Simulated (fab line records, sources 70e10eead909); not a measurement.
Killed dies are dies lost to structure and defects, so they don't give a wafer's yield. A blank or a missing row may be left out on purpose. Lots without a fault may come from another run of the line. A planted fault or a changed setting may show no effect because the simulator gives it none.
A struck lot beside a sound one | flow nand_harc | 14 steps out of a route of 1302
Sound: wafers L703.1, L703.3, L703.4. Struck: wafers L717.1, L717.4, L717.5. The cause comes at the end.
At each step with rows: each side's tool, then ch and its chambers, then its first start. Under that, the readings that differ: sound wafers | struck wafers | difference of the means | sigmas: that difference in standard deviations of wafers without a fault.
alike: readings whose means differ by less than 2 such deviations, and words and numbers that are the same on both sides. not compared: withheld readings, readings that some wafer has no value for, bounds like >300 that may hide the same value, and numbers for which the record gives no deviation and whose values overlap.
The two part at a step that has a row with sigmas, a row that says differs or no value, or rows on one side only. Numbers that don't overlap but have no deviation are shown without sigmas and don't part them. A reading that every wafer of one side lacks parts them only if that side has two wafers or more.

NHARC_A_WL_FILL_ALD_10: deposits SiO2, target thk 50 nm, pulse time 10 s, ald cycles 500.
  sound on ald_hk-03 ch 0,1,3, day 21 07:29; struck on ald_hk-03 ch 0,1,3, day 28 11:59
  alike: heater_power_w, precursor_pulse_height_rel
NHARC_A_WL_FILL_ETCHBACK_16: etches the open film in C4F8/O2/Ar, target depth 120 nm, time 24 s.
  sound on rie_diel-13 ch 0,2,3; struck on rie_diel-12 ch 0,2,3
  alike: oes_product_au, rf_vpp_V
  not compared: rf_hours_counter_h
NHARC_A_WL_FILL_STRIP_29: strips in O2, time 20 s.
  sound on rie_diel-13 ch 0,1,2, day 21 12:13; struck on rie_diel-12 ch 0,1,3, day 28 16:12
  alike: drypump_motor_current_A, oes_product_au, rf_vpp_V, showerhead_plenum_p_Torr, throttle_valve_pct
  not compared: rf_hours_counter_h
then, 4 steps without rows for these wafers: NHARC_A_WL_FILL_ETCHBACK_17 (etches the open film in Cl2/BCl3, target depth 4 nm, time 26.7 s); NHARC_A_WL_FILL_PRECLEAN_18 (cleans in dHF, time 30 s); NHARC_A_WL_FILL_SRD_21; NHARC_A_WL_FILL_CVD_23 (deposits poly-Si, target thk 40 nm, time 800 s).
NHARC_A_WL_FILL_ETCHBACK_26: etches the open film in HBr, target depth 52 nm, time 13.3 s.
  sound on rie_si-06 ch 1,2,3, day 21 17:24; struck on rie_si-06 ch 2,3, day 28 21:31
  alike: drypump_motor_current_A, hbr_flow_sccm, oes_product_au, throttle_valve_pct
  not compared: rf_hours_counter_h
then, 2 steps without rows for these wafers: NHARC_A_WL_FILL_PRECLEAN_30 (cleans in dHF, time 10 s); NHARC_A_WL_FILL_SRD_14.
NHARC_A_WL_FILL_ALD_19: deposits TiN, target thk 2 nm, pulse time 3 s, ald cycles 100.
  sound on ald_metal-04 ch 0,1,3, day 21 17:39; struck on ald_metal-03 ch 0,3, day 28 21:47
  alike: heater_power_w, precursor_pulse_height_rel
NHARC_A_WL_FILL_CVD_20: deposits W, target thk 100 nm, time 74 s.
  sound on cvd_w-01 ch 0,1, day 21 17:51; struck on cvd_w-01 ch 1, day 28 22:00
  no value came back on the struck wafers for chamber_pressure_Torr (Torr), heater_power_outer_w (W), heater_power_w (W), throttle_valve_pct (%); on the sound wafers chamber_pressure_Torr (Torr) reads 39.98 40.06 40.04
NHARC_A_WL_FILL_CMP_12: polishes, t overpolish 30 s, target thk 100 nm.
  sound on cmp-02 ch 0,1,3, day 21 18:02; struck on cmp-02 ch 0,1,3, day 28 22:11
  reading                | sound          | struck      | difference | sigmas
  time_to_endpoint_s (s) | 18.6 25.2 19.6 | 0.1 1.3 0.0 | -20.7      | -7
  alike: motor_current_A, overpolish_run_s
-- the record jumps here: 3 days lie between the struck wafers' starts before and after (it left off in module A_WL_FILL and takes up again in module END, whose first step shown is number 1302 of the route) --
NHARC_END_SORT_01:
  sound on prober-01 ch 0, day 25 06:13; struck on prober-02 ch 0, day 32 05:59
  reading         | sound    | struck      | difference | sigmas
  killed_at_array | 39 43 49 | 675 674 671 | +630       | +26
  killed_dies     | 45 52 56 | 677 677 677 | +626       | +27
  killed_open     | 6 7 6    | 2 3 2       | -4         | -2
  alike: killed_at_other, killed_at_periphery, killed_short

WHERE THEY PART
First at NHARC_A_WL_FILL_CVD_20; last, within this record, at NHARC_END_SORT_01.

WHY: what the simulator had put in
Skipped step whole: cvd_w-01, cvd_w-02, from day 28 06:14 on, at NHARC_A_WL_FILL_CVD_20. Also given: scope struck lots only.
